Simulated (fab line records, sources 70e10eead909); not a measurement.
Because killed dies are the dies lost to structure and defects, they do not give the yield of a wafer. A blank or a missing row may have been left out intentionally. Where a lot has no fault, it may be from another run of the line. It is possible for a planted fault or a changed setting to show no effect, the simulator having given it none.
fab line records -- flow nand-harc
record lots=6, wafers=18, last-day=33
route steps=1302 shown A_SGD_CUT@910 A_SLIT@922 A_SIN_REMOVE@947 END@1302
lots that met no fault: taken from a fault-free run of the same line
start-h: the number of hours between the record's first day and the start of the first shown wafer of the lot -- wait-h: time in hours since the lot's previous step -- " as in the row above -- L1.1+2: a single row standing in for several wafers -- - either no value or no given start -- * or withheld: withheld -- < > ~ a bound
route shown NAME@n: NAME is a module with steps in the file, n the number in the route of the first one -- usual: the fault-free wafers' mean and standard deviation -- same: alike in all rows -- chamber/n: place in a boat -- sites: per-site readings -- _std_site: how widely they spread, as a standard deviation -- _edge_site: outer sites' mean less inner sites' -- radius-mm: how far each site lies from the wafer's centre -- mask NAME#n: copy n -- behind: the tool/chamber that last shaped the wafer -- hold: why the lot was held/for how many hours/how that ended -- device: transistor that didn't switch, given as n, p or np -- end of line: tests run on the same wafers once the route is complete -- for a step that has no rows: nothing shown but its recipe -- killed: count of dies lost to structure and defects at first sort (not the wafer's yield) -- map: a wafer's dies, marking killed ones x, the rest . and places with no die _
set.NAME: setting as actually run; set.NAME@STEP: the setting as run at that earlier step -- model.NAME: the simulator's own value behind a step, which no gauge read
certain route steps with their lots: each step a table, each wafer a row
services: when a tool's chamber went out of use (start-h, in hours from the record's first day, below 0 if earlier), for how many hours, and the reason
## steps
# step NHARC_A_SGD_CUT_STRIP_17
# recipe o2-flow-sccm=500, ar-flow-sccm=0, bias-w=0, chemistry=O2
# step NHARC_A_SGD_CUT_PRECLEAN_18
# recipe time-s=*, temp-c=50, bath-age-min=0, chemistry=SC1
# step NHARC_A_SGD_CUT_SRD_19
# step NHARC_A_SGD_CUT_DEP_20
# recipe target-thk-a=1500, temp-c=65, material=SiO2
# step NHARC_A_SGD_CUT_ANNEAL_27
# recipe temp-c=450, time-s=1800
# step NHARC_A_SGD_CUT_CMP_21
# recipe target-thk-nm=148.19
# step NHARC_A_SGD_CUT_THK_MEAS_22
# recipe thk-meas-gauge=ellipsometry
# usual thk-nm=148.1/1.4
lot.wafer,tool,chamber,start-h,wait-h,thk-nm
L769.2,film-metro-02,-,474.28,0.2,148.9
L769.3,film-metro-02,-,474.28,0.2,148.5
L769.5,film-metro-02,-,474.28,0.2,146.9
L777.1,film-metro-02,-,557.77,0.2,147.0
L777.2,film-metro-02,-,557.77,0.2,150.2
L777.3,film-metro-02,-,557.77,0.2,147.6
L781.2,film-metro-01,-,581.18,0.2,147.2
L781.3,film-metro-01,-,581.18,0.2,147.1
L781.5,film-metro-01,-,581.18,0.2,147.8
L780.1,film-metro-02,-,587.44,0.2,149.5
L780.3,film-metro-02,-,587.44,0.2,150.0
L780.6,film-metro-02,-,587.44,0.2,150.1
L786.1,film-metro-01,-,646.98,0.2,147.8
L786.2,film-metro-01,-,646.98,0.2,147.7
L786.3,film-metro-01,-,646.98,0.2,148.6
L788.1,film-metro-01,-,664.09,0.2,145.0
L788.2,film-metro-01,-,664.09,0.2,149.5
L788.6,film-metro-01,-,664.09,0.2,146.0
# step NHARC_A_SGD_CUT_SRD_23
# step NHARC_A_SGD_CUT_ETCH_26
# recipe target-depth-a=458, chemistry=dHF, material=SiO2
# step NHARC_A_SGD_CUT_ETCHBACK_24
# recipe target-depth-a=500, over-etch-frac=0.3, time-s=92.857, ion-energy-ev=120, ch3f-flow-sccm=50, o2-flow-sccm=30, ar-flow-sccm=200, rf-w=500, bias-w=100, chemistry=CH3F/O2
# step NHARC_A_SGD_CUT_STRIP_28
# recipe time-s=20, o2-flow-sccm=500, ar-flow-sccm=0, bias-w=0, chemistry=O2
# usual chamber-pressure-mTorr=60.00/0.05, drypump-motor-current-A=5.9/0.42, oes-product-au=0.998/0.01, rf-vpp-V=57.7/0.9, showerhead-plenum-p-Torr=3.52/0.13, throttle-valve-pct=17.036/0.0096
lot.wafer,tool,chamber,start-h,wait-h,chamber-pressure-mTorr,drypump-motor-current-A,oes-product-au,rf-hours-counter-h,rf-vpp-V,showerhead-plenum-p-Torr,throttle-valve-pct
L769.2,rie-diel-01,1,-,-,59.94,6.4,1.006,6,57.7,3.44,17.051
L769.3,rie-diel-01,3,-,-,60.04,6.2,1.003,5,58.0,3.70,17.048
L769.5,rie-diel-01,1,-,-,60.03,6.5,0.997,-,57.0,3.44,17.051
L777.3,rie-diel-07,0,558.19,0.2,60.06,5.8,1.010,3,57.5,3.46,17.039
L777.1,rie-diel-07,1,558.19,0.2,60.02,6.5,0.971,3,58.1,3.39,17.030
L777.2,rie-diel-07,3,558.19,0.2,60.01,5.3,0.999,4,58.0,3.76,17.032
L781.2,rie-diel-07,2,-,-,60.07,5.6,0.979,5,56.4,3.37,17.041
L781.3,rie-diel-07,3,-,-,59.98,5.2,1.002,6,57.5,3.76,17.019
L781.5,rie-diel-07,2,-,-,59.98,5.6,0.988,-,57.6,3.37,17.040
L780.1,rie-diel-07,1,-,-,60.04,6.5,0.985,5,56.9,3.39,17.031
L780.3,rie-diel-07,2,-,-,59.94,5.6,0.994,5,56.3,3.37,17.031
L780.6,rie-diel-07,3,-,-,60.05,5.3,1.008,-,58.6,3.76,17.052
L786.2,rie-diel-06,0,-,-,60.10,6.2,0.987,11,56.9,3.57,17.031
L786.1,rie-diel-06,1,-,-,59.91,6.0,0.997,11,56.7,3.52,17.031
L786.3,rie-diel-06,3,-,-,60.03,5.9,0.990,11,57.8,3.54,17.030
L788.1,rie-diel-01,0,-,-,59.84,5.8,0.980,7,58.6,3.40,17.039
L788.2,rie-diel-01,2,-,-,60.01,4.9,1.010,6,58.9,3.42,17.020
L788.6,rie-diel-01,0,-,-,60.00,5.8,0.970,-,56.9,3.40,17.023
# step NHARC_A_SGD_CUT_INSPECT_25
# usual raw-defect-count=378/81
lot.wafer,tool,chamber,start-h,wait-h,raw-defect-count
L769.2,defect-inspect-02,-,474.75,-,425
L769.3,defect-inspect-02,-,474.75,-,315
L769.5,defect-inspect-02,-,474.75,-,372
L777.1,defect-inspect-01,-,558.30,-,316
L777.2,defect-inspect-01,-,558.30,-,306
L777.3,defect-inspect-01,-,558.30,-,254
L781.2,defect-inspect-01,-,581.64,-,256
L781.3,defect-inspect-01,-,581.64,-,356
L781.5,defect-inspect-01,-,581.64,-,537
L780.1,defect-inspect-02,-,587.91,-,340
L780.3,defect-inspect-02,-,587.91,-,335
L780.6,defect-inspect-02,-,587.91,-,356
L786.1,defect-inspect-02,-,647.44,-,456
L786.2,defect-inspect-02,-,647.44,-,366
L786.3,defect-inspect-02,-,647.44,-,481
L788.1,defect-inspect-01,-,664.57,-,482
L788.2,defect-inspect-01,-,664.57,-,424
L788.6,defect-inspect-01,-,664.57,-,393
# step NHARC_A_SLIT_DEP_25
# recipe target-thk-a=2000, temp-c=400, pressure-torr=6.5, rf-w=900, teos-flow-sccm=161.4, flow-sccm=2650, target-thk-nm=200, gas=O2, material=SiO2
# usual heater-power-w=522/110, throttle-valve-pct=15.8/0.61
lot.wafer,tool,chamber,start-h,wait-h,heater-power-w,throttle-valve-pct
L769.3,pecvd-03,1,474.81,0.1,674,15.3
L769.2,pecvd-03,0,474.81,0.1,771,15.7
L769.5,pecvd-03,2,474.81,0.1,400,17.3
L777.2,pecvd-01,2,558.47,0.2,516,16.8
L777.1,pecvd-01,0,558.47,0.2,639,16.1
L777.3,pecvd-01,1,558.47,0.2,579,15.4
L781.3,pecvd-02,1,581.70,0.1,694,15.3
L781.2,pecvd-02,2,581.70,0.1,444,15.5
L781.5,pecvd-02,0,581.70,0.1,443,16.0
L780.1,pecvd-01,2,587.98,0.1,443,16.9
L780.3,pecvd-01,0,587.98,0.1,633,16.1
L780.6,pecvd-01,1,587.98,0.1,538,15.4
L786.2,pecvd-01,2,647.51,0.1,518,16.8
L786.3,pecvd-01,0,647.51,0.1,588,16.1
L786.1,pecvd-01,1,647.51,0.1,458,15.3
L788.1,pecvd-02,0,664.63,0.1,322,15.7
L788.2,pecvd-02,2,664.63,0.1,510,15.3
L788.6,pecvd-02,1,664.63,0.1,549,15.3
# step NHARC_A_SLIT_DEP_00
# recipe target-thk-a=62000, temp-c=400, material=aC
# step NHARC_A_SLIT_DEP_23
# recipe target-thk-a=1000, target-thk-nm=100, temp-c=400, pressure-torr=3.5, flow-sccm=200, rf-w=350, material=SiON
# step NHARC_A_SLIT_DEHYDRATE_01
# recipe temp-c=150, time-s=120
# step NHARC_A_SLIT_HMDS_02
# recipe time-s=30
# step NHARC_A_SLIT_COAT_03
# recipe spin-rpm=1500, resist-thk-nm=90
# step NHARC_A_SLIT_SOFTBAKE_04
# recipe temp-c=105, time-s=55
# step NHARC_A_SLIT_EBR_05
# step NHARC_A_SLIT_EXPOSE_06
# recipe na=1.35, dose-mj=60.82, mask-id=SLIT
# step NHARC_A_SLIT_PEB_07
# recipe peb-temp-c=100, peb-time-s=65
# step NHARC_A_SLIT_DEVELOP_08
# recipe develop-time-s=35, dev-temp-c=23
# step NHARC_A_SLIT_CD_MEAS_09
# recipe target-cd-nm=300, landing-energy-ev=500
# usual cd-nm=300.2/0.52
lot.wafer,tool,chamber,start-h,wait-h,cd-nm
L769.2,cd-sem-01,0,479.61,-,300.4
L769.3,cd-sem-01,0,479.61,-,301.1
L769.5,cd-sem-01,0,479.61,-,300.8
L777.1,cd-sem-01,0,566.96,-,300.2
L777.2,cd-sem-01,0,566.96,-,300.0
L777.3,cd-sem-01,0,566.96,-,300.8
L781.2,cd-sem-03,0,586.49,-,301.0
L781.3,cd-sem-03,0,586.49,-,299.9
L781.5,cd-sem-03,0,586.49,-,300.5
L780.1,cd-sem-03,0,594.28,-,299.6
L780.3,cd-sem-03,0,594.28,-,300.5
L780.6,cd-sem-03,0,594.28,-,299.9
L786.1,cd-sem-01,0,652.39,-,300.3
L786.2,cd-sem-01,0,652.39,-,299.8
L786.3,cd-sem-01,0,652.39,-,300.1
L788.1,cd-sem-02,0,669.44,-,298.9
L788.2,cd-sem-02,0,669.44,-,300.4
L788.6,cd-sem-02,0,669.44,-,299.9
# step NHARC_A_SLIT_OVL_MEAS_10
# usual overlay-x-nm=0.1/0.98, overlay-y-nm=0.0/0.96
lot.wafer,tool,chamber,start-h,wait-h,overlay-x-nm,overlay-y-nm
L769.2,overlay-01,-,479.70,-,0.7,0.2
L769.3,overlay-01,-,479.70,-,0.6,0.1
L769.5,overlay-01,-,479.70,-,0.2,0.1
L777.1,overlay-01,-,567.05,-,-0.3,-0.2
L777.2,overlay-01,-,567.05,-,0.0,0.0
L777.3,overlay-01,-,567.05,-,-0.3,-0.4
L781.2,overlay-02,-,586.58,-,0.3,0.4
L781.3,overlay-02,-,586.58,-,0.0,0.6
L781.5,overlay-02,-,586.58,-,0.2,0.3
L780.1,overlay-02,-,594.36,-,-0.3,-0.9
L780.3,overlay-02,-,594.36,-,0.2,-0.4
L780.6,overlay-02,-,594.36,-,-0.3,-0.6
L786.1,overlay-02,-,652.48,-,0.3,-0.9
L786.2,overlay-02,-,652.48,-,0.3,-1.4
L786.3,overlay-02,-,652.48,-,0.2,-0.7
L788.1,overlay-02,-,669.52,-,0.5,0.6
L788.2,overlay-02,-,669.52,-,0.0,1.3
L788.6,overlay-02,-,669.52,-,0.1,0.9
# step NHARC_A_SLIT_DESCUM_14
# recipe time-s=3, o2-flow-sccm=200, ar-flow-sccm=0, bias-power-w=0, chemistry=O2
# step NHARC_A_SLIT_ETCH_24
# recipe target-depth-a=1210, time-s=60.5, cf4-flow-sccm=100, chf3-flow-sccm=30, ar-flow-sccm=0, rf-w=500, bias-w=200, chemistry=CF4/CHF3
# usual chamber-pressure-mTorr=24.999/0.024, drypump-motor-current-A=5.5/0.41, oes-product-au=0.957/0.02, rf-vpp-V=368.7/1.7, showerhead-plenum-p-Torr=1.52/0.048, throttle-valve-pct=16.803/0.0088
lot.wafer,tool,chamber,start-h,wait-h,chamber-pressure-mTorr,drypump-motor-current-A,oes-product-au,rf-hours-counter-h,rf-vpp-V,showerhead-plenum-p-Torr,throttle-valve-pct
L769.2,rie-diel-09,1,479.88,0.1,25.023,5.8,0.966,9,368.6,1.50,16.821
L769.3,rie-diel-09,3,479.88,0.1,24.995,5.0,0.962,12,370.6,1.56,16.791
L769.5,rie-diel-09,1,479.88,0.1,24.985,5.8,0.967,-,368.0,1.50,16.794
L777.2,rie-diel-09,3,567.23,0.1,25.010,5.1,0.974,4,369.1,1.56,16.800
L777.3,rie-diel-09,1,567.23,0.1,24.992,5.7,0.972,3,368.2,1.50,16.822
L777.1,rie-diel-09,2,567.23,0.1,24.992,5.7,0.957,4,369.3,1.52,16.805
L781.3,rie-diel-08,2,586.77,0.1,24.967,5.9,0.988,2,366.3,1.47,16.808
L781.2,rie-diel-08,1,586.77,0.1,25.001,6.1,0.975,2,367.9,1.49,16.808
L781.5,rie-diel-08,2,586.77,0.1,24.954,5.9,0.981,-,367.1,1.47,16.817
L780.1,rie-diel-08,0,594.56,0.1,25.032,5.9,0.988,2,366.3,1.46,16.788
L780.3,rie-diel-08,1,594.56,0.1,24.990,6.1,0.957,3,369.5,1.49,16.804
L780.6,rie-diel-08,3,594.56,0.1,24.991,5.4,0.986,-,366.5,1.48,16.803
L786.2,rie-diel-08,3,652.66,0.1,24.987,5.4,0.917,7,369.5,1.48,16.790
L786.3,rie-diel-08,1,652.66,0.1,24.979,6.1,0.913,6,368.1,1.49,16.808
L786.1,rie-diel-08,2,652.66,0.1,25.015,5.9,0.923,6,367.1,1.47,16.806
L788.2,rie-diel-09,0,669.71,0.1,24.978,5.5,0.923,8,371.7,1.62,16.803
L788.1,rie-diel-09,2,669.71,0.1,25.004,5.7,0.921,10,367.4,1.52,16.802
L788.6,rie-diel-09,3,669.71,0.1,24.992,5.1,0.919,-,370.4,1.56,16.810
# step NHARC_A_SLIT_ETCH_15
# recipe target-depth-a=62000, over-etch-frac=0.3, time-s=1612, ion-energy-ev=150, o2-flow-sccm=400, cos-flow-sccm=20, ar-flow-sccm=0, rf-w=500, bias-w=300, chemistry=O2/COS
# usual chamber-pressure-mTorr=20.000/0.017, cos-flow-sccm=20.01/0.064, drypump-motor-current-A=5.6/0.4, oes-product-au=1.001/0.0086, rf-vpp-V=312.7/1.7, showerhead-plenum-p-Torr=3.01/0.093, throttle-valve-pct=28.330/0.0086
lot.wafer,tool,chamber,start-h,wait-h,chamber-pressure-mTorr,cos-flow-sccm,drypump-motor-current-A,oes-product-au,rf-hours-counter-h,rf-vpp-V,showerhead-plenum-p-Torr,throttle-valve-pct
L769.3,rie-diel-09,0,-,-,19.995,19.93,5.5,1.007,12,316.2,3.21,28.330
L769.2,rie-diel-09,2,-,-,20.012,20.04,5.7,0.992,11,311.6,3.02,28.331
L769.5,rie-diel-09,0,-,-,19.997,20.00,5.5,1.010,-,314.3,3.21,28.326
L777.1,rie-diel-09,2,-,-,20.007,19.96,5.6,1.000,4,313.3,3.02,28.341
L777.2,rie-diel-09,3,-,-,20.018,19.98,5.1,0.997,4,313.5,3.10,28.324
L777.3,rie-diel-09,0,-,-,20.006,20.00,5.5,1.000,3,316.5,3.21,28.329
L781.2,rie-diel-08,3,-,-,19.995,20.01,5.4,1.007,2,313.2,2.93,28.341
L781.3,rie-diel-08,0,-,-,20.010,20.06,6.0,1.016,2,311.7,2.91,28.329
L781.5,rie-diel-08,2,-,-,19.999,19.97,5.9,1.009,-,312.1,2.92,28.330
L780.1,rie-diel-08,3,-,-,20.006,20.00,5.4,1.010,3,311.0,2.93,28.341
L780.3,rie-diel-08,1,-,-,19.999,20.02,6.1,0.997,3,312.7,2.96,28.345
L780.6,rie-diel-08,2,-,-,20.007,19.96,5.9,1.009,-,310.9,2.92,28.331
L786.2,rie-diel-08,0,-,-,19.989,19.95,6.0,1.008,6,311.4,2.90,28.329
L786.1,rie-diel-08,1,-,-,19.984,19.98,6.1,0.994,6,311.8,2.95,28.322
L786.3,rie-diel-08,2,-,-,20.012,19.97,5.9,1.017,7,311.0,2.92,28.314
L788.1,rie-diel-09,0,-,-,20.003,20.02,5.5,0.988,9,315.3,3.21,28.319
L788.2,rie-diel-09,2,-,-,20.016,20.08,5.7,1.000,11,312.8,3.02,28.332
L788.6,rie-diel-09,3,-,-,19.981,19.96,5.1,1.006,-,313.7,3.09,28.341
# step NHARC_A_SLIT_ETCH_17
# recipe bias-v=900, source-w=withheld, pressure-mtorr=20, ar-flow-sccm=375, c4f8-flow-sccm=83.3, o2-flow-sccm=41.7, time-s=4254.5, target-depth-a=2.03e+05, chemistry=C4F8/O2/Ar
# usual c4f8-flow-sccm=83.29/0.26, chamber-pressure-mTorr=19.999/0.018, drypump-motor-current-A=5.9/0.41, showerhead-plenum-p-Torr=3.72/0.18, throttle-valve-pct=32.046/0.0084
lot.wafer,tool,chamber,start-h,wait-h,c4f8-flow-sccm,chamber-pressure-mTorr,drypump-motor-current-A,rf-hours-counter-h,showerhead-plenum-p-Torr,throttle-valve-pct
L769.2,har-etch-02,1,481.04,-,82.84,19.982,6.3,51,3.91,32.040
L769.3,har-etch-02,0,482.83,-,83.19,20.029,6.0,-,3.91,32.038
L769.5,har-etch-02,1,482.83,-,83.19,20.026,6.2,-,3.91,32.033
L777.1,har-etch-01,0,568.39,-,83.27,20.014,5.2,317,3.62,32.045
L777.2,har-etch-01,1,568.39,-,83.17,19.983,6.2,317,3.48,32.028
L777.3,har-etch-01,1,570.22,-,83.17,19.966,6.2,-,3.48,32.040
L781.2,har-etch-01,0,587.93,-,83.16,20.004,5.2,329,3.61,32.045
L781.3,har-etch-01,0,589.14,-,83.34,19.980,5.3,-,3.61,32.049
L781.5,har-etch-01,1,590.94,-,83.32,19.978,6.3,-,3.47,32.039
L780.1,har-etch-02,0,599.65,-,83.42,19.995,6.0,123,3.87,32.049
L780.3,har-etch-02,0,600.88,-,83.30,20.018,6.0,-,3.87,32.042
L780.6,har-etch-02,0,602.11,-,83.27,19.979,6.0,-,3.87,32.052
L786.2,har-etch-01,0,653.83,-,83.28,19.990,5.3,363,3.59,32.047
L786.1,har-etch-01,1,653.83,-,83.51,19.999,6.2,363,3.46,32.038
L786.3,har-etch-01,0,653.83,-,83.43,20.020,5.3,-,3.59,32.048
L788.2,har-etch-02,1,670.87,-,83.23,20.017,6.3,161,3.85,32.055
L788.1,har-etch-02,0,670.87,-,82.85,19.998,6.0,161,3.85,32.051
L788.6,har-etch-02,0,673.90,-,83.14,20.036,6.0,-,3.85,32.060
# step NHARC_A_SLIT_ETCH_26
# recipe bias-v=400, source-w=2000, pressure-mtorr=25, time-s=90, ar-flow-sccm=375, c4f8-flow-sccm=41.7, o2-flow-sccm=83.3, target-depth-a=4000, chemistry=C4F8/O2/Ar
# usual bias-v=400/3.8, c4f8-flow-sccm=41.70/0.12, chamber-pressure-mTorr=24.997/0.022, drypump-motor-current-A=6.0/0.41, showerhead-plenum-p-Torr=3.75/0.18, throttle-valve-pct=27.619/0.0087
lot.wafer,tool,chamber,start-h,wait-h,bias-v,c4f8-flow-sccm,chamber-pressure-mTorr,drypump-motor-current-A,rf-hours-counter-h,showerhead-plenum-p-Torr,throttle-valve-pct
L769.2,har-etch-02,1,484.62,3.0,404,41.79,24.981,6.3,54,3.95,27.612
L769.3,har-etch-02,0,484.62,3.0,401,41.56,25.009,6.0,-,3.95,27.633
L769.5,har-etch-02,1,484.62,3.0,394,41.93,24.977,6.3,-,3.95,27.619
L777.1,har-etch-01,0,572.04,3.0,398,41.42,25.018,5.3,320,3.65,27.630
L777.2,har-etch-01,1,572.04,3.0,410,41.71,24.999,6.3,320,3.51,27.618
L777.3,har-etch-01,1,572.04,3.0,403,41.68,24.976,6.3,-,3.51,27.610
L781.2,har-etch-01,0,591.54,3.0,396,41.63,25.014,5.3,332,3.64,27.624
L781.3,har-etch-01,0,591.54,3.0,405,41.55,24.973,5.2,-,3.64,27.618
L781.5,har-etch-01,1,591.54,3.0,399,41.67,24.960,6.3,-,3.50,27.619
L780.1,har-etch-02,0,602.76,2.5,400,41.64,24.990,6.0,126,3.91,27.638
L780.3,har-etch-02,0,602.76,2.5,402,41.79,24.994,6.0,-,3.91,27.622
L780.6,har-etch-02,0,602.76,2.5,395,41.59,25.016,6.0,-,3.91,27.607
L786.2,har-etch-01,0,657.45,3.0,393,41.89,25.014,5.3,366,3.62,27.628
L786.1,har-etch-01,1,657.45,3.0,403,41.65,25.028,6.3,366,3.48,27.611
L786.3,har-etch-01,0,657.45,3.0,401,41.83,24.978,5.3,-,3.62,27.609
L788.2,har-etch-02,1,674.51,3.0,398,41.84,25.001,6.3,164,3.88,27.630
L788.1,har-etch-02,0,674.51,3.0,402,41.75,24.973,6.0,164,3.88,27.618
L788.6,har-etch-02,0,674.51,3.0,396,41.82,24.966,6.1,-,3.88,27.602
# step NHARC_A_SLIT_STRIP_28
# recipe o2-flow-sccm=400, cos-flow-sccm=20, ar-flow-sccm=0, bias-w=0, chemistry=O2/COS
# step NHARC_A_SLIT_ETCH_29
# recipe target-depth-a=1000, overetch-a=100, time-s=55, ion-energy-ev=100, cf4-flow-sccm=80, o2-flow-sccm=20, ar-flow-sccm=0, rf-w=300, bias-w=100, chemistry=CF4/O2
# step NHARC_A_SLIT_STRIP_18
# recipe o2-flow-sccm=500, ar-flow-sccm=0, bias-w=0, chemistry=O2
# step NHARC_A_SLIT_PRECLEAN_19
# recipe time-s=*, temp-c=50, bath-age-min=0, chemistry=SC1
# step NHARC_A_SLIT_SRD_20
# step NHARC_A_SLIT_CD_MEAS_21
# usual cd-nm=289.6/0.84
lot.wafer,tool,chamber,start-h,wait-h,cd-nm
L769.2,cd-sem-02,-,486.04,-,290.1
L769.3,cd-sem-02,-,486.04,-,290.3
L769.5,cd-sem-02,-,486.04,-,290.6
L777.1,cd-sem-01,-,573.46,-,288.2
L777.2,cd-sem-01,-,573.46,-,288.6
L777.3,cd-sem-01,-,573.46,-,288.1
L781.2,cd-sem-02,-,592.96,-,288.0
L781.3,cd-sem-02,-,592.96,-,290.0
L781.5,cd-sem-02,-,592.96,-,290.0
L780.1,cd-sem-01,-,604.14,-,290.7
L780.3,cd-sem-01,-,604.14,-,290.7
L780.6,cd-sem-01,-,604.14,-,290.2
L786.1,cd-sem-01,-,658.87,-,289.1
L786.2,cd-sem-01,-,658.87,-,289.9
L786.3,cd-sem-01,-,658.87,-,289.7
L788.1,cd-sem-03,-,675.92,-,290.4
L788.2,cd-sem-03,-,675.92,-,289.0
L788.6,cd-sem-03,-,675.92,-,289.2
# step NHARC_A_SIN_REMOVE_WET_00
# recipe temp-c=160, time-s=15300, chemistry=H3PO4
# step NHARC_A_SIN_REMOVE_PRECLEAN_01
# recipe time-s=*, temp-c=50, bath-age-min=0, chemistry=SC1
# step NHARC_A_SIN_REMOVE_SRD_02
# step NHARC_END_SORT_01
# recipe temp-c=25
# usual killed-at-array=50/20, killed-at-other=1.2/1.5, killed-at-periphery=3.6/2.6, killed-dies=55/20, killed-open=3.4/2, killed-short=2.7/1.6
# same gross-dies=677
lot.wafer,tool,chamber,start-h,wait-h,killed-at-array,killed-at-other,killed-at-periphery,killed-dies,killed-open,killed-short
L777.1,prober-02,0,680.06,2.5,119,3,1,123,1,2
L777.2,prober-02,0,680.85,2.8,143,2,1,146,2,2
L777.3,prober-02,0,681.64,3.1,138,0,5,143,8,8
L780.1,prober-02,0,711.83,2.5,144,0,14,158,3,4
L780.3,prober-02,0,713.42,3.1,112,3,8,123,2,3
L780.6,prober-02,0,715.81,4.0,109,0,10,119,5,1
# killed by level:class
L777.1 A_SLIT:unspecified=100 A_SLIT:chamber-film-flake=8 A_CONTACT:chamber-film-flake=6 THIN_TSV:chamber-film-flake=3 A_STAIRCASE:chamber-film-flake=2 A_SOURCE_PLATE:geometric-particle:short=1 A_ONON_D2:geometric-particle:open=1 A_WL_FILL:geometric-particle:short=1
L777.2 A_SLIT:unspecified=98 A_SLIT:chamber-film-flake=22 A_CHANNEL_HOLE_D2:chamber-film-flake=12 A_CONTACT:chamber-film-flake=5 A_CHANNEL_HOLE_D1:chamber-film-flake=2 THIN_TSV:chamber-film-flake=2 P_STI:geometric-particle:open=1 A_ONON_D1:geometric-particle:short=1
L777.3 A_SLIT:unspecified=74 A_SLIT:chamber-film-flake=31 A_CONTACT:chamber-film-flake=9 A_CHANNEL_HOLE_D1:chamber-film-flake=7 P_M0:geometric-particle:short=2 A_CHANNEL_FILL_D1:geometric-particle:open=2 A_ONON_D2:geometric-particle:open=2 A_ONON_D2:geometric-particle:short=2
L780.1 A_SLIT:unspecified=101 A_CHANNEL_HOLE_D1:chamber-film-flake=31 P_BONDPAD:chamber-film-flake=6 A_SLIT:chamber-film-flake=5 P_M0:chamber-film-flake=4 P_M0:geometric-particle:short=2 P_M0:geometric-particle:open=1 A_SOURCE_PLATE:geometric-particle:short=1
L780.3 A_SLIT:unspecified=99 A_CHANNEL_HOLE_D1:chamber-film-flake=8 P_M0:chamber-film-flake=3 P_BONDPAD:chamber-film-flake=3 HYBRID_BOND:chamber-film-flake=3 P_STI:geometric-particle:short=1 A_SOURCE_PLATE:geometric-particle:short=1 A_SOURCE_PLATE:geometric-particle:open=1
L780.6 A_SLIT:unspecified=66 A_CHANNEL_HOLE_D1:chamber-film-flake=36 A_SLIT:chamber-film-flake=5 P_GATE:chamber-film-flake=3 P_CONTACT:geometric-particle:open=2 P_M0:geometric-particle:open=2 P_STI:geometric-particle:open=1 A_SGD_CUT:geometric-particle:short=1
# map L777.2 (x killed, . not)
____________.____________
_________......._________
_______..........._______
______.............______
_____.x............._____
____............x....____
____.................____
___...................___
___......x............___
__..x..................__
__...................x.__
_......................x_
_................x......_
_....................x.._
_......................._
_................x.x...._
..................xxx....
..................xxx.x..
.................xxxx.x..
.................xxxx.x..
...................xxxx..
_................xxxxx.._
_...........x..xxxxx.xx._
_...........x.xxxxx.xxx._
_...........xxxxxxxxx.x._
_...........xxxxxxxxx..x_
__.........xxxxxxxxxx.x__
__..........xxxxxxxxx..__
___........xxxxxxxxxx.___
___.........xxxxxxxx..___
____........xxxxxxxxx____
____......xx.xxxxxxx.____
_____.......x.xxxxxx_____
______......x.xxxxx______
_______....x...xxx_______
_________......._________
____________.____________
# map L780.1 (x killed, . not)
____________.____________
_________......._________
_______....x..x..._______
______......x......______
_____..............._____
____......x...x......____
____.........x.......____
___.........x.........___
___...................___
__...................x.__
__...................x.__
_.............x......x.._
_......................._
_......................._
_...x...............x..._
_......................._
...x..............x......
.........................
...................x.....
x..................x.x...
.................x...x...
_.....x......x.xx.x....._
_............x.xxxxx...._
_.....xx....xxxxxxxx...._
_.....xxxxx.xxxxxxx....._
_...x..xx...xxxxxxxx...._
__..xxx.xx..xxxxxxxxx..__
__....xxx...xxxxxxxxx..__
___.xx.xxx..xxxxxxxx.x___
___....x....xxxxxxxx.x___
____xxx.x....xxxxxxxx____
____..xxx...xxxxxxxx.____
_____....x....xxxxxx_____
______.......xxx.xx______
_______xx.....xxxx_______
_________...x..x_________
____________.____________
## services
tool,chamber,start-h,hours,kind
rie-diel-07,0,452.53,13.6,repair
rie-diel-06,3,457.93,9.1,repair
rie-diel-09,1,466.30,2.0,repair
rie-diel-07,-,471.24,9.0,pm
rie-diel-06,-,484.20,9.0,pm
rie-diel-09,2,490.04,10.1,repair
pecvd-01,-,492.27,13.0,pm
rie-diel-09,-,497.97,9.0,pm
pecvd-02,1,523.37,14.6,repair
rie-diel-08,-,544.80,9.0,pm
rie-diel-01,2,553.03,9.4,repair
rie-diel-07,2,556.51,6.6,repair
rie-diel-01,-,558.12,9.0,pm
rie-diel-07,1,567.65,7.7,repair
pecvd-02,-,589.47,13.0,pm
rie-diel-01,1,601.98,3.9,repair
rie-diel-07,1,611.82,7.1,repair
rie-diel-09,1,623.95,20.0,repair
rie-diel-07,2,632.49,5.3,repair
pecvd-02,1,640.83,6.4,repair
rie-diel-07,1,643.33,1.2,repair
rie-diel-07,-,648.24,9.0,pm
rie-diel-01,0,665.49,9.5,repair
pecvd-01,-,673.27,13.0,pm
## key
first-sign step=NHARC_END_SORT_01, reading=killed-dies, direction=up, sigmas=4.1, usual=55, struck=135
effect step=NHARC_END_SORT_01, reading=killed-at-array, direction=up, sigmas=3.9, usual=50, struck=128
more-kills-born-at NHARC_A_SLIT_DEP_25@pecvd-01=538
met-at NHARC_A_SLIT_DEP_25
struck-wafers L777.1,L777.2,L777.3,L780.1,L780.3,L780.6
tester-left-out L777,L780
fault kind=chamber-particle-source, tool=pecvd-01, chamber=-, onset-h=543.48, steps=NHARC_A_SLIT_DEP_25, rate-per-visit-cm2=1.4482, end-h=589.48
# tester-left-out: of these lots the tester's yield and bins aren't shown, on N5 and GAA mostly nor the transistor test; their killed dies are dies lost to structure and defects alone, not to doping, threshold or leakage, so they don't give the yield
